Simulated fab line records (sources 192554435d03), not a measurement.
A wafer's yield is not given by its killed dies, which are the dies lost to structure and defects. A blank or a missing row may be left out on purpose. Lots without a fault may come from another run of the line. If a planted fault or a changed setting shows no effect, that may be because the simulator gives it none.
Which tool did it? ; flow n5_finfet ; 8 lots with 24 wafers sampled at 4 steps, on a route of 1938 steps

WHAT THE GAUGES READ, wafer by wafer
N5_DUMMY_GATE_INSPECT_27: inspects for defects (brightfield).
lot;measured;on;raw_defect_count
L906;day 3 11:29;defect_inspect-02;392 316 298
L907;day 3 16:58;defect_inspect-01;401 462 286
L908;day 3 23:16;defect_inspect-01;1472 1362 1285
L909;day 4 04:56;defect_inspect-01;300 204 354
L912;day 4 21:53;defect_inspect-01;1287 1344 1289
L922;day 7 04:38;defect_inspect-01;187 183 303
L924;day 7 17:08;defect_inspect-02;281 282 227
L925;day 8 01:11;defect_inspect-02;425 472 449

WHAT TOOL EACH LOT RAN ON (gives the tool, then ch and the chambers of the sampled wafers, and finally the start)
lot;N5_DUMMY_GATE_ETCH_29;N5_DUMMY_GATE_STRIP_41;N5_DUMMY_GATE_ETCH_23
L906;rie_diel-05 ch 1,2,3, day 3 09:48;rie_diel-04 ch 0,1,2, day 3 10:38;rie_si-02 ch 0,1,2, day 3 10:52
L907;rie_diel-04 ch 0,1,2, day 3 15:28;rie_diel-04 ch 0,1,3, day 3 16:08;rie_si-01 ch 0,1,3, day 3 16:22
L908;rie_diel-04 ch 1,2,3, day 3 22:10;rie_diel-06 ch 0,1,2, day 3 22:34;rie_si-02 ch 0,1,3, day 3 22:49
L909;rie_diel-05 ch 0,1,2, day 4 03:50;rie_diel-06 ch 0,3, day 4 04:14;rie_si-04 ch 0,2, day 4 04:29
L912;rie_diel-04 ch 1,2,3, day 4 20:43;rie_diel-06 ch 0,3, day 4 21:08;rie_si-04 ch 1,2,3, day 4 21:22
L922;rie_diel-04 ch 0,1,3, day 7 03:32;rie_diel-05 ch 2,3, day 7 03:56;rie_si-01 ch 0,1, day 7 04:11
L924;rie_diel-05 ch 0,1,2, day 7 16:03;rie_diel-06 ch 0,1,3, day 7 16:27;rie_si-04 ch 0,1,2, day 7 16:41
L925;rie_diel-05 ch 0,2,3, day 7 23:58;rie_diel-06 ch 0,3, day 8 00:23;rie_si-01 ch 1,2,3, day 8 00:37
- N5_DUMMY_GATE_ETCH_29: etches underlayer in N2/H2, target depth 13 nm.
- N5_DUMMY_GATE_STRIP_41: strips in O2.
- N5_DUMMY_GATE_ETCH_23: etches poly-Si in HBr/Cl2/O2, target depth 41 nm, time 22.3 s.

THE ANSWER, worked out from the rows above alone
Rule: the usual values come from the lots themselves. The widest of any qualifying gaps counts: lots, ordered by their means at a reading, are off when they make up no more than a third of the lots, leave a main group of 4 or more, and stand apart from it by 3 or more times the standard deviation of that group's means. A main group is skipped when, at the precision printed for the reading in the tables above, its means are all equal. Also off: a lot with no number at a reading for which 4 or more lots have one. The other lots that the step has rows for count as sound.
Off, at N5_DUMMY_GATE_INSPECT_27 on raw_defect_count: L908, L912. For the main group the mean is 323 and the standard deviation 76.
If a tool, at a process step before that reading, ran all the lots that are off and no sound lot after the first of them, it fits. Gauges at N5_DUMMY_GATE_INSPECT_27: tried the same way as those tools. No candidate that was tried fits.

WHAT THE SIMULATOR PUT IN
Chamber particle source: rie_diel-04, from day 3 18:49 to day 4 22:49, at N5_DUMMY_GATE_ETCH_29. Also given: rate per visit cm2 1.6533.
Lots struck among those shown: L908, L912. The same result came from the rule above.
